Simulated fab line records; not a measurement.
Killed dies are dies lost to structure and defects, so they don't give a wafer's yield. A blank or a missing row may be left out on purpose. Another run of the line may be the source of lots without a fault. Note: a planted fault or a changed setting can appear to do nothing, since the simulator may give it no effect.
Chamber matching	flow n5 finfet	N5_BEOL_M3_VIA_ETCH_34 on rie diel-03: 4 sister chambers
The step etches the open film in C4F6/O2, target depth 69.4 nm, time 65.9 s. 4 wafers are shown with their chamber, then 11 later ones without.

## WAFERS WITH THEIR CHAMBER
wafer	chamber	drypump motor current A (A)
L090.4	0	5.6
L091.2	3	6.6
L091.6	1	5.9
L092.3	2	5.2

## WAFERS MISSING THEIR CHAMBER
wafer	drypump motor current A (A)
L092.5	5.6
L092.6	5.9
L094.1	5.2
L094.2	5.6
L094.4	5.9
L097.4	5.5
L097.5	6.6
L097.6	5.2
L096.2	5.9
L096.3	5.2
L096.5	5.3

## WHICH CHAMBER EACH ONE RAN IN
wafer	from the rows above	in truth
L092.5	0	0
L092.6	1	1
L094.1	2	2
L094.2	0	0
L094.4	1	1
L097.4	0	0
L097.5	3	3
L097.6	2	2
L096.2	1	1
L096.3	2	2
L096.5	2	2
Correct placement for 11 of the 11. Can't be placed from these rows: 0. Wrongly placed: 0.
How it was worked out, from the rows above alone: a wafer's distance from a chamber is the root of the sum, over the readings, of the square of ((its reading less the chamber's mean) divided by the reading's scatter). If the next closest chamber is less than 2 further off than the closest, the wafer can't be placed; otherwise it belongs to the closest. The mean given for a chamber averages the wafers shown for that chamber. The scatter: with one shown wafer a chamber, the root of the mean of the squares of how far each hidden wafer lies from its nearest shown one.
